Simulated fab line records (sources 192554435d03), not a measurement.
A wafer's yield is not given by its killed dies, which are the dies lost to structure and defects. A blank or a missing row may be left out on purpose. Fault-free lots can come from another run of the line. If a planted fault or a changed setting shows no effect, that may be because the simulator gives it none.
fab line records | flow n5_finfet
[record] lots = 15 | wafers = 45 | last_day = 18
route steps=1938 shown START@1 ZERO_LAYER@11 WELL_APT@56 PMOS_HMC_CHANNEL_EPI@66
lots untouched by any fault: they come from a run of this same line in which no faults occurred
start_h: hours from the record's opening day to when the first of the lot's shown wafers began | wait_h: time in hours since the lot's previous step | " same as the row above | L1.1+2: a row that stands for several wafers | - value missing, or start not given | * or withheld: withheld | < > ~ a bound
route shown NAME@n: a module of which the file shows steps, and the number in the route of the first | usual: mean/standard deviation of fault-free wafers | same: alike in all rows | chamber/n: place in a boat | sites: readings site by site | _std_site: standard deviation across them | _edge_site: the outer-site mean with the inner-site mean subtracted | radius_mm: how far each site lies from the wafer's centre | mask NAME#n: copy n | behind: the tool/chamber that last shaped the wafer | hold: why the lot went on hold/how many hours it stayed there/how the hold came to an end | device: the n, p or np transistor that did not switch | end of line: the route-end tests of the same wafers | for a step that has no rows: nothing shown but its recipe | killed: dies lost to structure and defects at the first sort, not the wafer's yield | map: the dies of a wafer, with x for killed, . for not killed, _ for no die there
set.NAME: the setting the step ran with; set.NAME@STEP: the setting that earlier step ran with | model.NAME: the simulator's own value behind a step, which no gauge read
a sample of lots followed through the steps of the route, with each step as a table and each wafer as a row
services: the hour from which a tool's chamber was out of use, counted from the record's first day as start_h (under 0 if before that day), plus the number of hours and why
[[steps]]
[step N5_START_INSPECT_01]
[recipe] inspect_instrument = unpatterned_scan | mode = incoming
[usual] raw_defect_count = 5.7/2.3
lot.wafer | tool              | chamber | start_h | wait_h | raw_defect_count
L262.1    | defect_inspect-02 | -       | 12.03   | -      | 7
L262.3    | "                 | -       | "       | "      | 2
L262.5    | "                 | -       | "       | "      | 4
L263.2    | defect_inspect-01 | -       | 18.03   | -      | 6
L263.4    | "                 | -       | "       | "      | 6
L263.5    | "                 | -       | "       | "      | 4
L264.3    | defect_inspect-01 | -       | 24.03   | -      | 6
L264.4    | "                 | -       | "       | "      | 4
L264.6    | "                 | -       | "       | "      | 2
L265.2    | defect_inspect-02 | -       | 30.03   | -      | 8
L265.4    | "                 | -       | "       | "      | 10
L265.5    | "                 | -       | "       | "      | 5
L266.1    | defect_inspect-01 | -       | 36.03   | -      | 1
L266.3    | "                 | -       | "       | "      | 7
L266.5    | "                 | -       | "       | "      | 2
L270.2    | defect_inspect-01 | -       | 60.03   | -      | 6
L270.3    | "                 | -       | "       | "      | 8
L270.4    | "                 | -       | "       | "      | 2
L271.1    | defect_inspect-01 | -       | 66.03   | -      | 4
L271.2    | "                 | -       | "       | "      | 4
L271.4    | "                 | -       | "       | "      | 6
L272.1    | defect_inspect-02 | -       | 72.03   | -      | 9
L272.2    | "                 | -       | "       | "      | 6
L272.4    | "                 | -       | "       | "      | 3
L277.3    | defect_inspect-01 | -       | 102.03  | -      | 5
L277.5    | "                 | -       | "       | "      | 3
L277.6    | "                 | -       | "       | "      | 7
L278.1    | defect_inspect-01 | -       | 108.03  | -      | 6
L278.3    | "                 | -       | "       | "      | 9
L278.6    | "                 | -       | "       | "      | 5
L279.1    | defect_inspect-01 | -       | 114.03  | -      | 5
L279.2    | "                 | -       | "       | "      | 5
L279.3    | "                 | -       | "       | "      | 7
L280.2    | defect_inspect-01 | -       | 120.03  | -      | 3
L280.4    | "                 | -       | "       | "      | 4
L280.6    | "                 | -       | "       | "      | 7
L281.2    | defect_inspect-01 | -       | 126.03  | -      | 4
L281.3    | "                 | -       | "       | "      | 6
L281.6    | "                 | -       | "       | "      | 8
L282.3    | defect_inspect-02 | -       | 132.03  | -      | 7
L282.4    | "                 | -       | "       | "      | 5
L282.5    | "                 | -       | "       | "      | 3
L283.2    | defect_inspect-01 | -       | 138.03  | -      | 4
L283.5    | "                 | -       | "       | "      | 4
L283.6    | "                 | -       | "       | "      | 8
[step N5_ZERO_LAYER_DEVELOP_10]
[recipe] develop_time_s = 60 | rinse_liquid = diw | dry = air_spin | dev_temp_c = 21
[usual] chill_plate_temp_C = 23.02/0.12 | develop_time_s = 60/0
lot.wafer | tool           | chamber | start_h | wait_h | chill_plate_temp_C | develop_time_s
L262.1    | litho_track-04 | 0       | 12.65   | -      | 22.87              | 60
L262.3    | "              | 0       | "       | "      | 22.90              | 60
L262.5    | "              | 0       | "       | "      | 23.03              | 60
L263.2    | litho_track-03 | 0       | 18.53   | -      | 23.20              | 60
L263.4    | "              | 0       | "       | "      | 23.05              | 60
L263.5    | "              | 0       | "       | "      | 22.96              | 60
L264.3    | litho_track-04 | 0       | 24.67   | -      | 23.09              | 60
L264.4    | "              | 0       | "       | "      | 23.05              | 60
L264.6    | "              | 0       | "       | "      | 23.07              | 60
L265.2    | litho_track-03 | 0       | 30.65   | -      | 22.89              | 60
L265.4    | "              | 0       | "       | "      | 22.94              | 60
L265.5    | "              | 0       | "       | "      | 22.94              | 60
L266.1    | litho_track-03 | 0       | 36.53   | -      | 22.93              | 60
L266.3    | "              | 0       | "       | "      | 23.10              | 60
L266.5    | "              | 0       | "       | "      | 22.99              | 60
L270.2    | litho_track-03 | -       | 60.65   | -      | -                  | -
L270.3    | "              | -       | "       | "      | -                  | -
L270.4    | "              | -       | "       | "      | -                  | -
L271.1    | litho_track-04 | -       | 66.53   | -      | -                  | -
L271.2    | "              | -       | "       | "      | -                  | -
L271.4    | "              | -       | "       | "      | -                  | -
L272.1    | litho_track-03 | -       | 72.65   | -      | -                  | -
L272.2    | "              | -       | "       | "      | -                  | -
L272.4    | "              | -       | "       | "      | -                  | -
L277.3    | litho_track-04 | 0       | 102.67  | -      | 22.98              | 60
L277.5    | "              | 0       | "       | "      | 23.10              | 60
L277.6    | "              | 0       | "       | "      | 22.83              | 60
L278.1    | litho_track-05 | 0       | 108.53  | -      | 22.94              | 60
L278.3    | "              | 0       | "       | "      | 23.13              | 60
L278.6    | "              | 0       | "       | "      | 23.05              | 60
L279.1    | litho_track-05 | 0       | 114.65  | -      | 23.16              | 60
L279.2    | "              | 0       | "       | "      | 23.05              | 60
L279.3    | "              | 0       | "       | "      | 23.06              | 60
L280.2    | litho_track-04 | 0       | 120.53  | -      | 23.04              | 60
L280.4    | "              | 0       | "       | "      | 22.95              | 60
L280.6    | "              | 0       | "       | "      | 22.88              | 60
L281.2    | litho_track-03 | 0       | 126.53  | -      | 23.13              | 60
L281.3    | "              | 0       | "       | "      | 22.93              | 60
L281.6    | "              | 0       | "       | "      | 22.98              | 60
L282.3    | litho_track-03 | 0       | 132.53  | -      | 22.94              | 60
L282.4    | "              | 0       | "       | "      | 23.14              | 60
L282.5    | "              | 0       | "       | "      | 22.98              | 60
L283.2    | litho_track-03 | 0       | 138.66  | -      | 22.93              | 60
L283.5    | "              | 0       | "       | "      | 23.05              | 60
L283.6    | "              | 0       | "       | "      | 22.93              | 60
[step N5_WELL_APT_INSPECT_38]
[recipe] inspect_instrument = darkfield | mode = post_epi
[usual] raw_defect_count = 12/4.5
lot.wafer | tool              | chamber | start_h | wait_h | raw_defect_count
L262.1    | defect_inspect-01 | -       | 17.13   | 0.7    | 17
L262.3    | "                 | -       | "       | "      | 8
L262.5    | "                 | -       | "       | "      | 6
L263.2    | defect_inspect-01 | -       | 23.06   | 0.4    | 16
L263.4    | "                 | -       | "       | "      | 9
L263.5    | "                 | -       | "       | "      | 11
L264.3    | defect_inspect-01 | -       | 29.13   | 0.3    | 6
L264.4    | "                 | -       | "       | "      | 4
L264.6    | "                 | -       | "       | "      | 16
L265.2    | defect_inspect-02 | -       | 34.82   | 0.4    | 20
L265.4    | "                 | -       | "       | "      | 13
L265.5    | "                 | -       | "       | "      | 7
L266.1    | defect_inspect-01 | -       | 41.05   | 0.5    | 9
L266.3    | "                 | -       | "       | "      | 9
L266.5    | "                 | -       | "       | "      | 10
L277.3    | defect_inspect-01 | -       | 107.00  | 0.3    | 5
L277.5    | "                 | -       | "       | "      | 12
L277.6    | "                 | -       | "       | "      | 10
L278.1    | defect_inspect-01 | -       | 112.70  | 0.5    | 17
L278.3    | "                 | -       | "       | "      | 9
L278.6    | "                 | -       | "       | "      | 14
L279.1    | defect_inspect-01 | -       | 118.79  | 0.5    | 8
L279.2    | "                 | -       | "       | "      | 5
L279.3    | "                 | -       | "       | "      | 15
L280.2    | defect_inspect-02 | -       | 124.89  | 0.4    | 9
L280.4    | "                 | -       | "       | "      | 22
L280.6    | "                 | -       | "       | "      | 10
L281.2    | defect_inspect-01 | -       | 131.07  | 0.4    | 16
L281.3    | "                 | -       | "       | "      | 13
L281.6    | "                 | -       | "       | "      | 10
L282.3    | defect_inspect-02 | -       | 137.82  | 0.3    | 11
L282.4    | "                 | -       | "       | "      | 8
L282.5    | "                 | -       | "       | "      | 7
L283.2    | defect_inspect-02 | -       | 142.85  | 0.4    | 13
L283.5    | "                 | -       | "       | "      | 6
L283.6    | "                 | -       | "       | "      | 3
[step N5_PMOS_HMC_CHANNEL_EPI_OVL_MEAS_10]
[recipe] points_per_wafer = 44
[usual] PMOS_HMC_BLK_OVL = 0.5/0.66
lot.wafer | tool       | chamber | start_h | wait_h | PMOS_HMC_BLK_OVL[nm]
L262.1    | overlay-01 | 0       | 17.60   | 0.0    | 0.4
L262.3    | "          | 0       | "       | "      | -0.6
L262.5    | "          | 0       | "       | "      | 0.1
L263.2    | overlay-01 | 0       | 23.53   | 0.0    | -0.6
L263.4    | "          | 0       | "       | "      | 0.1
L263.5    | "          | 0       | "       | "      | 2.0
L264.3    | overlay-02 | 0       | 29.60   | 0.0    | 1.0
L264.4    | "          | 0       | "       | "      | 0.3
L264.6    | "          | 0       | "       | "      | 0.4
L265.2    | overlay-02 | 0       | 35.30   | 0.0    | -0.1
L265.4    | "          | 0       | "       | "      | 0.0
L265.5    | "          | 0       | "       | "      | -0.4
L266.1    | overlay-01 | 0       | 41.52   | 0.0    | 1.0
L266.3    | "          | 0       | "       | "      | 0.9
L266.5    | "          | 0       | "       | "      | 0.0
L277.3    | overlay-02 | 0       | 107.47  | 0.0    | 0.3
L277.5    | "          | 0       | "       | "      | 1.6
L277.6    | "          | 0       | "       | "      | 1.2
L278.1    | overlay-02 | 0       | 113.18  | 0.0    | -0.5
L278.3    | "          | 0       | "       | "      | -0.9
L278.6    | "          | 0       | "       | "      | 0.3
L279.1    | overlay-02 | 0       | 119.27  | 0.0    | 1.1
L279.2    | "          | 0       | "       | "      | 1.3
L279.3    | "          | 0       | "       | "      | 1.5
L280.2    | overlay-02 | 0       | 125.24  | 0.0    | 0.9
L280.4    | "          | 0       | "       | "      | 0.6
L280.6    | "          | 0       | "       | "      | 0.5
L281.2    | overlay-02 | 0       | 131.54  | 0.0    | 0.8
L281.3    | "          | 0       | "       | "      | 1.3
L281.6    | "          | 0       | "       | "      | 1.8
L282.3    | overlay-01 | 0       | 138.30  | 0.0    | 0.6
L282.4    | "          | 0       | "       | "      | 0.4
L282.5    | "          | 0       | "       | "      | -0.6
L283.2    | overlay-01 | 0       | 143.20  | 0.0    | 0.8
L283.5    | "          | 0       | "       | "      | -0.4
L283.6    | "          | 0       | "       | "      | 0.1
[[services]]
tool           | chamber | start_h | hours | kind
litho_track-03 | -       | 58.98   | -     | consumable_replace:filter
litho_track-05 | -       | 95.21   | -     | consumable_replace:filter
litho_track-05 | -       | 101.90  | -     | consumable_replace:filter
[[key]]
[first_sign] step = N5_ZERO_LAYER_DEVELOP_10 | reading = tool_record | direction = missing
effect none on later readings
met_at N5_ZERO_LAYER_DEVELOP_10
struck_lots L270,L271,L272
later_rows_left_out L270.2,L270.3,L270.4,L271.1,L271.2,L271.4,L272.1,L272.2,L272.4
sort_left_out L270.2,L270.3,L270.4,L271.1,L271.2,L271.4,L272.1,L272.2,L272.4
not_acting_at N5_START_INSPECT_01,N5_WELL_APT_INSPECT_38,N5_PMOS_HMC_CHANNEL_EPI_OVL_MEAS_10
onset_between 36.53 60.65
[fault] kind = skipped_step_whole | tool = litho_track-03,litho_track-04 | chamber = - | onset_h = 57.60 | steps = N5_ZERO_LAYER_DEVELOP_10 | scope = struck_lots_only
// sort_left_out: the simulated sort isn't trusted on such a fault, so these wafers' sort isn't shown, and their yield isn't known
// later_rows_left_out: the simulator's readings of these wafers behind a module that went badly wrong aren't trusted and aren't shown, but for the sort
